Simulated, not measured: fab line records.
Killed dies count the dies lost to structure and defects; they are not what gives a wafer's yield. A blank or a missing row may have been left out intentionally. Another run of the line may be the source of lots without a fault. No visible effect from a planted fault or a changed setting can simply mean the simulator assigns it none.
Comparing a struck lot with a sound one ; flow nand harc ; 41 out of 1159 route steps
Sound: wafers L834.1, L834.4, L834.6. Struck: wafer L838.5. (L838.2, L838.3 of the same lot were not struck and are left out.) The cause comes at the end.
Per side, at each step with rows, come the tool, then ch with its chambers, and then its first start. Under that, the readings that differ: sound wafers ; struck wafers ; difference of the means ; sigmas: that difference in standard deviations of wafers without a fault.
alike: readings whose means differ by less than 2 such deviations, and words and numbers that are the same on both sides. not compared: withheld readings, readings that some wafer has no value for, bounds like >300 that may hide the same value, and numbers for which the record gives no deviation and whose values overlap.
Wherever a step has rows on one side only, a row that says differs or no value, or a row with sigmas, the two part there. Numbers that have no deviation but don't overlap get no sigmas and don't part them. A reading missing from all wafers of one side parts the sides only when that side holds two or more wafers.

NHARC_P_GATE_DESCUM_61: chemistry O2, time 3 s.
  sound on rie diel-04 ch 1,2, day 5 13:56; struck on rie diel-04 ch 2, day 6 19:58
  alike: drypump motor current A, oes product au, rf vpp V, showerhead plenum p Torr, throttle valve pct
  not compared: rf hours counter h
following that, these wafers have no rows for 1 step: NHARC_P_GATE_IMPLANT_62.
NHARC_P_GATE_STRIP_112: strips in N2/H2, time 200 s.
  sound on plasma asher-02 ch 0,1, day 5 14:18; struck on plasma asher-01 ch 0, day 6 20:21
reading;sound;struck;difference;sigmas
drypump motor current A (A);5.6 5.9 5.6;6.6;+0.9;+2
  alike: heater power w
  not compared: rf hours counter h
then, 9 steps without rows for these wafers: NHARC_P_GATE_STRIP_76 (strips in O2); NHARC_P_GATE_STRIP_63 (strips in SPM, time 900 s); NHARC_P_GATE_DEHYDRATE_83 (time 120 s); NHARC_P_GATE_HMDS_84 (time 30 s); NHARC_P_GATE_COAT_85; NHARC_P_GATE_SOFTBAKE_86 (time 95 s); NHARC_P_GATE_EBR_87; NHARC_P_GATE_EXPOSE_88 (exposes mask P HVN, target cd 2000 nm); NHARC_P_GATE_PEB_89 (peb time 85 s).
NHARC_P_GATE_DEVELOP_90: time 70 s.
  sound on litho track-02 ch 0, day 5 15:00; struck on litho track-03 ch 0, day 6 21:00
  alike: exhaust pa
then, 1 step without rows for these wafers: NHARC_P_GATE_HARDBAKE_92 (time 80 s).
NHARC_P_GATE_DESCUM_93: chemistry O2, time 3 s.
  sound on rie diel-01 ch 1,2,3, day 5 15:40; struck on rie diel-04 ch 2, day 6 21:40
reading;sound;struck;difference;sigmas
drypump motor current A (A);5.0 5.4 6.0;6.6;+1.1;+3
model.P_GATE.cd nm (nm);1999 1999 2000;720.7;-1278.6;
  alike: oes product au, rf vpp V, showerhead plenum p Torr, throttle valve pct
  not compared: rf hours counter h
then, 4 steps without rows for these wafers: NHARC_P_GATE_IMPLANT_94; NHARC_P_GATE_STRIP_113 (strips in N2/H2, time 740 s); NHARC_P_GATE_STRIP_95 (strips in O2); NHARC_P_GATE_STRIP_96 (strips in SPM, time 900 s).
NHARC_P_GATE_RTA_64: time 1 s.
  sound on rtp anneal-02 ch 0, day 5 17:18; struck on rtp anneal-01 ch 0, day 6 23:19
reading;sound;struck;difference;sigmas
lamp power pct (%);30 30 30;39;+9;+2
  alike: wafer_temp_C_max
then, 5 steps without rows for these wafers: NHARC_P_GATE_ETCH_77 (etches SiO2 in dHF, target depth 6 nm); NHARC_P_GATE_DEGAS_109 (time 60 s); NHARC_P_GATE_PRE_CLEAN_110 (time 30 s); NHARC_P_GATE_SPUTTER_78 (material Ni, target thk 10 nm); NHARC_P_GATE_SPUTTER_79 (material TiN, target thk 10 nm).
NHARC_P_GATE_RTA_80: time 30 s.
  sound on rtp anneal-01 ch 0, day 5 17:54; struck on rtp anneal-02 ch 0, day 6 23:56
  alike: wafer_temp_C_max
then, 2 steps without rows for these wafers: NHARC_P_GATE_STRIP_67 (strips in SPM, time 600 s); NHARC_P_GATE_RTA_82 (time 30 s).
NHARC_P_GATE_INSPECT_68:
  struck on defect inspect-01, day 7 00:34; sound on defect inspect-02, day 5 18:33
  alike: raw defect count
then, 2 steps without rows for these wafers: NHARC_P_CONTACT_DEP_30 (deposits SiNx, target thk 30 nm); NHARC_P_CONTACT_DEP_00 (deposits SiO2, target thk 500 nm).
NHARC_P_CONTACT_CMP_01: polishes SiO2, target thk 200 nm.
  the record has rows for the sound wafers here (cmp-02 ch 1,2, day 5 19:26) and none for the struck ones
then, 8 steps without rows for these wafers: NHARC_P_CONTACT_SRD_03; NHARC_P_CONTACT_DEHYDRATE_04 (time 120 s); NHARC_P_CONTACT_HMDS_05 (time 30 s); NHARC_P_CONTACT_COAT_33 (time 75 s); NHARC_P_CONTACT_COAT_34 (time 65 s); NHARC_P_CONTACT_COAT_06 (resist thk 90 nm); NHARC_P_CONTACT_SOFTBAKE_07 (time 55 s); NHARC_P_CONTACT_EBR_08.
-- break in the record here, with 14 days between the starts of the struck wafers on either side (left off in module P_CONTACT, picked up again in module END, where the first step shown is number 1159 on the route) --
NHARC_END_SORT_01:
  at this point the record logs the struck wafers (prober-01 ch 0, day 21 00:14) and has no rows for the sound ones

== WHERE THEY PART ==
Earliest at NHARC_P_GATE_STRIP_112; latest, in this record, at NHARC_END_SORT_01.

WHY: what had been put in by the simulator
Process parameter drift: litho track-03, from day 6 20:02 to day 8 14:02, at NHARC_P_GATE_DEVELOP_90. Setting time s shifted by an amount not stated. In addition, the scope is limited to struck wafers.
